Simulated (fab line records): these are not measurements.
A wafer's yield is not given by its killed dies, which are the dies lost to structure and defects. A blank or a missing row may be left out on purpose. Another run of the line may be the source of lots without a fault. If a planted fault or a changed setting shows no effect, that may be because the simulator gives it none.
fab line records	flow n5_finfet	part 1 of 2: steps 1 to 26 of 32
record: lots: 5	wafers: 15	last_day: 17
route steps=1938 shown BEOL_M11@1590 BEOL_M12@1602
lots untouched by any fault: they come from a run of this same line in which no faults occurred
start_h: start of the lot's first displayed wafer, in hours after the record's first day	wait_h: time in hours since the lot's previous step	" unchanged from the row above	L1.1+2: a single row standing in for several wafers	- no value present, or no start provided	* or withheld: withheld	< > ~ a bound
route shown NAME@n: NAME is a module with steps in the file, n the number in the route of the first one	usual: mean and standard deviation over wafers with no fault	same: alike in all rows	chamber/n: place in a boat	sites: readings site by site	_std_site: standard deviation of those values	_edge_site: inner sites' mean taken away from outer sites' mean	radius_mm: for every site, how far away it sits from the centre of the wafer	mask NAME#n: copy n	behind: the last tool/chamber to shape the wafer	hold: cause of the lot's hold/its duration in hours/its outcome	device: the n, p or np transistor that did not switch	end of line: tests run on the same wafers once the route is complete	a step given without rows: its recipe and nothing more	killed: dies lost to structure and defects at the first sort, not the wafer's yield	map: a wafer's dies, marking killed ones x, the rest . and places with no die _
set.NAME: the setting that was run; set.NAME@STEP: the one run at that earlier step	model.NAME: the simulator's own value behind a step, which no gauge read
lots at some steps of the route; a table a step, a row a wafer
services: the hour from which a tool's chamber was out of use, counted from the record's first day as start_h (under 0 if before that day), plus the number of hours and why
== steps ==
step: N5_BEOL_M11_ALD_74
recipe: material: TaN	target_thk_a: 20	temp_c: 275	ald_precursor_family: PDMAT	ald_co_reactant: NH3	pressure_torr: 3	carrier_flow_sccm: 1500	pulse_time_s: 2	purge_time_s: 3	co_reactant_purge_time_s: 2	co_reactant_pulse_time_s: 3	ald_cycles: 40	precursor_vessel_temp_c: 75	precursor_vessel_pressure_torr: 26.25	precursor_vessel_carrier_sccm: 1000
usual: heater_power_w: 425/49
lot.wafer	tool	chamber	start_h	wait_h	heater_power_w
L075.4	ald_metal-04	0	237.14	0.2	457
L075.5	"	3	"	"	398
L075.6	"	2	"	"	390
L079.1	ald_metal-03	3	265.47	0.1	354
L079.3	"	1	"	"	379
L079.5	"	3	"	"	360
L083.1	ald_metal-03	1	298.28	0.0	385
L083.3	"	3	"	"	358
L083.4	"	2	"	"	510
L091.2	ald_metal-04	2	332.81	0.0	391
L091.3	"	0	"	"	449
L091.5	"	0	"	"	458
L096.4	ald_metal-02	0	368.62	0.0	455
L096.5	"	3	"	"	453
L096.6	"	2	"	"	343
step: N5_BEOL_M11_SURFACE_TREAT_76
recipe: gas: Ar	time_s: *	ion_energy_ev: *	ion_current_ma_cm2: 0.5	pressure_mtorr: *	ar_flow_sccm: 30
usual: throttle_valve_pct: *
lot.wafer	tool	chamber	start_h	wait_h	throttle_valve_pct
L075.4	pvd_sputter-02	-	237.29	0.0	*
L075.5	"	-	"	"	*
L075.6	"	-	"	"	*
L079.1	pvd_sputter-01	-	265.79	0.2	*
L079.3	"	-	"	"	*
L079.5	"	-	"	"	*
L083.1	pvd_sputter-03	-	298.58	0.2	*
L083.3	"	-	"	"	*
L083.4	"	-	"	"	*
L091.2	pvd_sputter-03	-	333.29	0.4	*
L091.3	"	-	"	"	*
L091.5	"	-	"	"	*
L096.4	pvd_sputter-02	-	368.97	0.2	*
L096.5	"	-	"	"	*
L096.6	"	-	"	"	*
step: N5_BEOL_M11_CVD_75
recipe: material: Co	target_thk_a: 20	temp_c: withheld	precursor: CCTBA/H2	pressure_torr: 30	time_s: 138.9
lot.wafer	tool	chamber	start_h	wait_h
L075.4+5+6	cvd_co-01	2,1,0	237.40	0.1
L079.1+3+5	cvd_co-01	0,2,0	265.91	0.1
L083.1+3+4	cvd_co-01	2,1,0	298.74	0.1
L091.2+3+5	cvd_co-01	0,2,0	333.64	0.3
L096.4+5+6	cvd_co-02	2,0,1	369.13	0.1
step: N5_BEOL_M11_SPUTTER_48
recipe: material: Cu	target_thk_a: 120	temp_c: -20	bias_v: 60	power_w: 26000	chamber_pressure_pa: 0.13	time_s: 2
usual: bias_v: 60.0/0.67	throttle_valve_pct: 30.3/0.41
lot.wafer	tool	chamber	start_h	wait_h	bias_v	throttle_valve_pct
L075.4	pvd_sputter-02	-	237.53	0.1	58.5	30.5
L075.5	"	-	"	"	59.6	30.5
L075.6	"	-	"	"	58.6	30.8
L079.1	pvd_sputter-03	-	266.58	0.6	60.1	30.3
L079.3	"	-	"	"	59.6	30.0
L079.5	"	-	"	"	59.2	29.9
L083.1	pvd_sputter-02	-	298.98	0.2	60.5	30.8
L083.3	"	-	"	"	58.9	30.4
L083.4	"	-	"	"	61.5	31.2
L091.2	pvd_sputter-02	-	334.99	1.3	60.9	31.2
L091.3	"	-	"	"	59.7	30.3
L091.5	"	-	"	"	59.6	30.5
L096.4	pvd_sputter-03	-	369.41	0.2	59.8	30.5
L096.5	"	-	"	"	59.2	30.3
L096.6	"	-	"	"	60.1	30.1
step: N5_BEOL_M11_ECD_50
recipe: material: Cu	target_thk_a: 3180
lot.wafer	tool	chamber	start_h	wait_h
L075.4+5+6	ecd_cu-01	0,0,1	237.68	0.1
L079.1+3+5	ecd_cu-01	1,1,0	266.70	0.1
L083.1+3+4	ecd_cu-01	1,0,1	299.11	0.1
L091.2+3+5	ecd_cu-02	0,0,1	335.10	0.1
L096.4+5+6	ecd_cu-01	0,0,1	369.55	0.1
step: N5_BEOL_M11_ANNEAL_51
recipe: temp_c: 225	time_s: 90	ambient: N2
usual: anneal_temp_c: 224.97/0.19	wafer_temp_C_max: 226.2/0.31
lot.wafer	tool	chamber	start_h	wait_h	anneal_temp_c	wafer_temp_C_max
L075.4	rtp_anneal-01	0	237.90	0.2	224.80	227.0
L075.5	"	0	"	"	224.88	226.3
L075.6	"	0	"	"	224.89	226.3
L079.1	rtp_anneal-01	0	266.81	0.1	224.94	226.4
L079.3	"	0	"	"	224.86	226.8
L079.5	"	0	"	"	224.88	226.0
L083.1	rtp_anneal-01	0	299.72	0.6	224.95	226.2
L083.3	"	0	"	"	224.94	226.9
L083.4	"	0	"	"	224.83	226.4
L091.2	rtp_anneal-02	0	335.26	0.1	224.53	226.1
L091.3	"	0	"	"	224.88	226.1
L091.5	"	0	"	"	225.16	226.1
L096.4	rtp_anneal-02	0	369.77	0.2	225.14	226.1
L096.5	"	0	"	"	224.81	226.3
L096.6	"	0	"	"	224.91	225.9
step: N5_BEOL_M11_CMP_52
recipe: stop_on: SiCOH_lowk	t_overpolish_s: 7	down_force_psi: 1	platen_rpm: 50	clearing_platen_down_force_psi: 1.5	clearing_platen_rpm: 50	post_cmp_clean: cu_alkaline	target_thk_nm: 140	clearing_platen_pad_velocity_m_s: 0.99484	pad_velocity_m_s: 0.99484
usual: barrier_field_endpoint_s: 29.4/0.72	motor_current_A: 6.0/0.8	overpolish_run_s: 7.000/0.009	time_to_endpoint_s: 67.4/2.5
same: t_overpolish_s: 7
lot.wafer	tool	chamber	start_h	wait_h	barrier_field_endpoint_s	motor_current_A	overpolish_run_s	time_to_endpoint_s
L075.4	cmp-02	2	238.17	0.2	29.3	5.3	6.990	64.5
L075.6	"	3	"	"	29.6	5.7	7.007	67.3
L075.5	"	0	"	"	29.6	5.2	6.989	66.7
L079.1	cmp-03	2	267.18	0.3	30.0	6.9	7.000	68.0
L079.3	"	3	"	"	29.7	7.8	6.999	64.6
L079.5	"	0	"	"	29.3	6.5	7.010	64.9
L083.4	cmp-03	2	300.06	0.2	29.8	7.0	6.996	68.2
L083.3	"	3	"	"	29.1	7.8	6.991	66.5
L083.1	"	0	"	"	29.4	6.5	7.003	69.6
L091.2	cmp-01	2	335.55	0.2	30.5	5.5	6.986	73.0
L091.3	"	3	"	"	29.9	5.4	6.993	72.3
L091.5	"	2	"	"	30.7	5.9	7.008	72.3
L096.4	cmp-03	3	370.05	0.2	29.9	7.4	7.008	65.3
L096.6	"	0	"	"	30.2	6.3	7.004	66.8
L096.5	"	1	"	"	30.2	5.4	6.998	66.8
step: N5_BEOL_M11_THK_MEAS_53
recipe: thk_meas_gauge: xrf	reads: Cu_of_BEOL_M11_ECD_50
usual: M11_THK: 138.0/2.5
lot.wafer	tool	chamber	start_h	wait_h	M11_THK[nm]
L075.4	film_metro-01	-	238.35	-	138.1
L075.5	"	-	"	"	142.6
L075.6	"	-	"	"	137.8
L079.1	film_metro-01	-	267.40	-	141.4
L079.3	"	-	"	"	140.0
L079.5	"	-	"	"	141.2
L083.1	film_metro-01	-	300.32	-	137.4
L083.3	"	-	"	"	140.5
L083.4	"	-	"	"	138.3
L091.2	film_metro-02	-	335.81	-	137.8
L091.3	"	-	"	"	137.8
L091.5	"	-	"	"	139.4
L096.4	film_metro-01	-	370.23	-	136.5
L096.5	"	-	"	"	139.1
L096.6	"	-	"	"	140.2
step: N5_BEOL_M11_PRE_CLEAN_55
recipe: gas: NH3	time_s: 15	temp_c: withheld	rf_power_w: 300
lot.wafer	tool	chamber	start_h	wait_h
L075.4+5+6	pecvd-03	2,1,0	238.40	0.0
L079.1+3+5	pecvd-04	0,2,1	267.43	0.0
L083.1+3+4	pecvd-04	2,1,2	300.36	0.0
L091.2+3+5	pecvd-04	0,1,1	335.85	0.0
L096.4+5+6	pecvd-04	0,2,0	370.28	0.0
step: N5_BEOL_M11_DEP_56
recipe: material: SiCN	target_thk_a: 300	temp_c: withheld	precursor: 3MS/NH3	pressure_torr: 3	rf_w: 675	time_s: 10.5
usual: showerhead_plenum_p_Torr: 4.165/0.018	throttle_valve_pct: 17.9/1
lot.wafer	tool	chamber	start_h	wait_h	showerhead_plenum_p_Torr	throttle_valve_pct
L075.4	pecvd-03	2	238.43	0.0	4.160	16.1
L075.5	"	1	"	"	4.191	18.2
L075.6	"	0	"	"	4.165	17.5
L079.1	pecvd-04	0	267.46	0.0	4.156	19.6
L079.3	"	2	"	"	4.180	17.1
L079.5	"	1	"	"	4.171	17.2
L083.1	pecvd-04	2	300.40	0.0	4.184	17.2
L083.3	"	1	"	"	4.177	17.2
L083.4	"	2	"	"	4.170	17.4
L091.2	pecvd-04	0	335.88	0.0	4.159	19.6
L091.3	"	1	"	"	4.180	17.3
L091.5	"	1	"	"	4.180	17.1
L096.4	pecvd-04	0	370.32	0.0	4.147	19.6
L096.5	"	2	"	"	4.165	17.4
L096.6	"	0	"	"	4.163	19.5
step: N5_BEOL_M11_RS_MEAS_57
recipe: thk_meas_gauge: four-point-probe	reads: Cu_of_BEOL_M11_ECD_50+Co_of_BEOL_M11_CVD_75+TaN_of_BEOL_M11_ALD_74
usual: M11_RS: 0.1509/0.0025
lot.wafer	tool	chamber	start_h	wait_h	M11_RS[ohm/sq]
L075.4	film_metro-02	-	238.48	0.0	0.1521
L075.5	"	-	"	"	0.1460
L075.6	"	-	"	"	0.1518
L079.1	film_metro-02	-	267.52	0.0	0.1470
L079.3	"	-	"	"	0.1494
L079.5	"	-	"	"	0.1477
L083.1	film_metro-01	-	300.47	0.1	0.1536
L083.3	"	-	"	"	0.1495
L083.4	"	-	"	"	0.1532
L091.2	film_metro-01	-	335.94	0.0	0.1507
L091.3	"	-	"	"	0.1506
L091.5	"	-	"	"	0.1484
L096.4	film_metro-01	-	370.38	0.1	0.1542
L096.5	"	-	"	"	0.1511
L096.6	"	-	"	"	0.1505
step: N5_BEOL_M11_INSPECT_58
recipe: inspect_instrument: darkfield	mode: post_dep
usual: raw_defect_count: 74/24
lot.wafer	tool	chamber	start_h	wait_h	raw_defect_count
L075.4	defect_inspect-01	-	238.51	0.0	38
L075.5	"	-	"	"	59
L075.6	"	-	"	"	78
L079.1	defect_inspect-02	-	267.55	0.0	111
L079.3	"	-	"	"	104
L079.5	"	-	"	"	118
L083.1	defect_inspect-02	-	300.50	0.0	68
L083.3	"	-	"	"	126
L083.4	"	-	"	"	81
L091.2	defect_inspect-02	-	335.97	0.0	58
L091.3	"	-	"	"	36
L091.5	"	-	"	"	51
L096.4	defect_inspect-01	-	370.41	0.0	122
L096.5	"	-	"	"	69
L096.6	"	-	"	"	82
step: N5_BEOL_M12_ILD_DEP_00
recipe: material: SiOC	target_thk_a: 6589.2	temp_c: 350	precursor: DEMS/O2	pressure_torr: 5	rf_w: 500	time_s: 130.7
usual: heater_power_w: 478/59	showerhead_plenum_p_Torr: 5.696/0.015	throttle_valve_pct: 11.8/0.66
lot.wafer	tool	chamber	start_h	wait_h	heater_power_w	showerhead_plenum_p_Torr	throttle_valve_pct
L075.4	pecvd-01	0	238.59	0.1	588	5.683	13.0
L075.5	"	1	"	"	470	5.662	11.8
L075.6	"	2	"	"	493	5.698	11.7
L079.1	pecvd-01	2	267.59	0.0	506	5.713	11.7
L079.3	"	1	"	"	370	5.686	11.4
L079.5	"	2	"	"	449	5.702	11.7
L083.1	pecvd-01	2	300.54	0.0	501	5.713	11.9
L083.3	"	1	"	"	378	5.662	11.5
L083.4	"	2	"	"	412	5.712	11.9
L091.2	pecvd-03	2	336.00	0.0	417	5.687	10.7
L091.3	"	0	"	"	453	5.695	11.5
L091.5	"	1	"	"	480	5.707	11.8
L096.4	pecvd-03	0	370.49	0.1	457	5.705	11.4
L096.5	"	2	"	"	481	5.692	10.7
L096.6	"	1	"	"	490	5.716	11.9
step: N5_BEOL_M12_THK_MEAS_01
recipe: reads: SiOC_of_BEOL_M12_ILD_DEP_00
usual: M12_ILD_THK: 654/8.1
lot.wafer	tool	chamber	start_h	wait_h	M12_ILD_THK[nm]
L075.4	film_metro-01	-	238.67	0.0	644
L075.5	"	-	"	"	662
L075.6	"	-	"	"	656
L079.1	film_metro-02	-	267.77	0.1	656
L079.3	"	-	"	"	662
L079.5	"	-	"	"	666
L083.1	film_metro-01	-	300.67	0.1	652
L083.3	"	-	"	"	645
L083.4	"	-	"	"	666
L091.2	film_metro-02	-	336.13	0.1	653
L091.3	"	-	"	"	651
L091.5	"	-	"	"	658
L096.4	film_metro-01	-	370.58	0.0	658
L096.5	"	-	"	"	661
L096.6	"	-	"	"	661
step: N5_BEOL_M12_COAT_58
recipe: resist: BARC	temp_c: 205	time_s: 60	spin_rpm: 1500	resist_thk_nm: 89
lot.wafer	tool	chamber	start_h	wait_h
L075.4+5+6	litho_track-04	0	238.70	0.0
L079.1+3+5	litho_track-03	0	267.80	0.0
L083.1+3+4	litho_track-03	0	300.70	0.0
L091.2+3+5	litho_track-02	0	336.17	0.0
L096.4+5+6	litho_track-04	0	370.61	0.0
step: N5_BEOL_M12_COAT_04
recipe: spin_rpm: 1625	resist_thk_nm: 400
lot.wafer	tool	chamber	start_h	wait_h
L075.4+5+6	litho_track-04	0	-	-
L079.1+3+5	litho_track-03	0	-	-
L083.1+3+4	litho_track-03	0	-	-
L091.2+3+5	litho_track-02	0	-	-
L096.4+5+6	litho_track-04	0	-	-
step: N5_BEOL_M12_EBR_06
recipe: solvent: PGMEA	ebr_width_mm: 1.5
lot.wafer	tool	chamber	start_h	wait_h
L075.4+5+6	litho_track-04	0	-	-
L079.1+3+5	litho_track-03	0	-	-
L083.1+3+4	litho_track-03	0	-	-
L091.2+3+5	litho_track-02	0	-	-
L096.4+5+6	litho_track-04	0	-	-
step: N5_BEOL_M12_SOFTBAKE_05
recipe: temp_c: 130	time_s: 60
lot.wafer	tool	chamber	start_h	wait_h
L075.4+5+6	litho_track-04	0	-	-
L079.1+3+5	litho_track-03	0	-	-
L083.1+3+4	litho_track-03	0	-	-
L091.2+3+5	litho_track-02	0	-	-
L096.4+5+6	litho_track-04	0	-	-
step: N5_BEOL_M12_EXPOSE_07
recipe: mask_id: V11	na: 0.93	source_shape: conventional	sigma_outer: 0.6	polarization: unpolarized	attpsm_phase_deg: 180	dose_mj: 32.5
lot.wafer	tool	chamber	start_h	wait_h	mask
L075.4+5+6	krf_scanner-02	0	238.82	-	V11#0
L079.1+3+5	krf_scanner-01	0	267.90	-	V11#0
L083.1+3+4	krf_scanner-01	0	300.80	-	V11#0
L091.2+3+5	krf_scanner-02	0	336.27	-	V11#0
L096.4+5+6	krf_scanner-02	0	370.72	-	V11#0
step: N5_BEOL_M12_PEB_08
recipe: peb_temp_c: 130	peb_time_s: 90
lot.wafer	tool	chamber	start_h	wait_h
L075.4+5+6	litho_track-03	0	238.86	0.0
L079.1+3+5	litho_track-04	0	267.95	0.1
L083.1+3+4	litho_track-02	0	300.86	0.1
L091.2+3+5	litho_track-04	0	336.32	0.0
L096.4+5+6	litho_track-04	0	370.77	0.0
step: N5_BEOL_M12_DEVELOP_09
recipe: develop_time_s: 45	rinse_liquid: diw	dry: air_spin	dev_temp_c: 21
lot.wafer	tool	chamber	start_h	wait_h
L075.4+5+6	litho_track-03	0	-	-
L079.1+3+5	litho_track-04	0	-	-
L083.1+3+4	litho_track-02	0	-	-
L091.2+3+5	litho_track-04	0	-	-
L096.4+5+6	litho_track-04	0	-	-
step: N5_BEOL_M12_HARDBAKE_14
recipe: temp_c: 130	time_s: 120
lot.wafer	tool	chamber	start_h	wait_h
L075.4+5+6	litho_track-03	0	-	-
L079.1+3+5	litho_track-04	0	-	-
L083.1+3+4	litho_track-02	0	-	-
L091.2+3+5	litho_track-04	0	-	-
L096.4+5+6	litho_track-04	0	-	-
step: N5_BEOL_M12_CD_MEAS_10
recipe: target_cd_nm: 140	landing_energy_ev: 500	detector: se_inlens	polarity: opening
usual: cd_nm: 140.3/1.4
lot.wafer	tool	chamber	start_h	wait_h	cd_nm
L075.4	cd_sem-02	0	238.98	-	138.5
L075.5	"	0	"	"	139.0
L075.6	"	0	"	"	140.9
L079.1	cd_sem-03	0	268.07	-	140.4
L079.3	"	0	"	"	141.4
L079.5	"	0	"	"	139.7
L083.1	cd_sem-01	0	300.97	-	138.4
L083.3	"	0	"	"	139.3
L083.4	"	0	"	"	141.1
L091.2	cd_sem-02	0	336.44	-	138.1
L091.3	"	0	"	"	137.8
L091.5	"	0	"	"	141.0
L096.4	cd_sem-02	0	370.88	-	137.0
L096.5	"	0	"	"	138.7
L096.6	"	0	"	"	139.5
step: N5_BEOL_M12_OVL_MEAS_11
recipe: points_per_wafer: 44
usual: V11_OVL: 4/4.8
lot.wafer	tool	chamber	start_h	wait_h	V11_OVL[nm]
L075.4	overlay-01	0	239.01	0.0	6
L075.5	"	0	"	"	8
L075.6	"	0	"	"	5
L079.1	overlay-01	0	268.10	0.0	1
L079.3	"	0	"	"	-6
L079.5	"	0	"	"	4
L083.1	overlay-01	0	301.00	0.0	6
L083.3	"	0	"	"	4
L083.4	"	0	"	"	0
L091.2	overlay-01	0	336.47	0.0	1
L091.3	"	0	"	"	6
L091.5	"	0	"	"	5
L096.4	overlay-01	0	370.91	0.0	3
L096.5	"	0	"	"	3
L096.6	"	0	"	"	3
step: N5_BEOL_M12_INSPECT_12
recipe: mode: adi	inspect_instrument: macro
usual: raw_defect_count: 2.1/1.5
lot.wafer	tool	chamber	start_h	wait_h	raw_defect_count
L075.4	defect_inspect-01	-	239.03	0.0	1
L075.5	"	-	"	"	5
L075.6	"	-	"	"	2
L079.1	defect_inspect-02	-	268.12	0.0	0
L079.3	"	-	"	"	4
L079.5	"	-	"	"	2
L083.1	defect_inspect-02	-	301.02	0.0	1
L083.3	"	-	"	"	2
L083.4	"	-	"	"	1
L091.2	defect_inspect-02	-	336.49	0.0	3
L091.3	"	-	"	"	1
L091.5	"	-	"	"	1
L096.4	defect_inspect-01	-	370.93	0.0	1
L096.5	"	-	"	"	2
L096.6	"	-	"	"	1
step: N5_BEOL_M12_DESCUM_15
recipe: chemistry: O2	time_s: 7.9	source_power_w: 50	bias_power_w: 20	pressure_mtorr: 20	rf_frequency_hz: 2.712e+07	temp_c: 40	o2_flow_sccm: 225
usual: chamber_pressure_mTorr: 20.002/0.019	drypump_motor_current_A: 5.7/0.43	oes_product_au: 0.79/0.1	rf_vpp_V: 242.3/0.96	showerhead_plenum_p_Torr: 2.047/0.029	throttle_valve_pct: 20.43/0.24
lot.wafer	tool	chamber	start_h	wait_h	chamber_pressure_mTorr	drypump_motor_current_A	oes_product_au	rf_hours_counter_h	rf_vpp_V	showerhead_plenum_p_Torr	throttle_valve_pct
L075.4	rie_diel-02	1	239.44	0.4	19.972	6.1	0.71	181	242.8	2.088	20.30
L075.5	"	0	"	"	20.000	5.7	0.77	-	240.6	2.019	20.50
L075.6	"	1	"	"	20.009	6.1	0.70	-	244.1	2.088	20.30
L079.1	rie_diel-01	0	268.24	0.1	20.003	6.5	0.83	78	242.7	2.034	20.07
L079.3	"	3	"	"	19.983	4.8	0.70	232	242.2	2.058	20.62
L079.5	"	1	"	"	20.032	5.7	0.98	-	243.4	2.059	20.22
L083.1	rie_diel-05	1	301.06	0.0	20.029	6.0	0.88	34	241.9	2.048	20.16
L083.3	"	0	"	"	20.000	5.0	0.92	18	242.3	2.063	20.15
L083.4	"	0	"	"	19.978	5.1	0.92	-	243.8	2.063	20.16
L091.2	rie_diel-02	1	336.54	0.0	19.985	6.1	0.68	217	242.4	2.076	20.34
L091.3	"	3	"	"	20.006	6.0	0.71	171	243.1	2.087	20.40
L091.5	"	1	"	"	19.978	6.1	0.69	-	243.1	2.076	20.34
L096.4	rie_diel-01	1	370.97	0.0	19.971	5.8	0.87	48	242.1	2.043	20.28
L096.5	"	0	"	"	19.977	6.5	0.78	-	241.0	2.019	20.13
L096.6	"	3	"	"	20.009	4.8	0.93	-	241.6	2.049	20.31
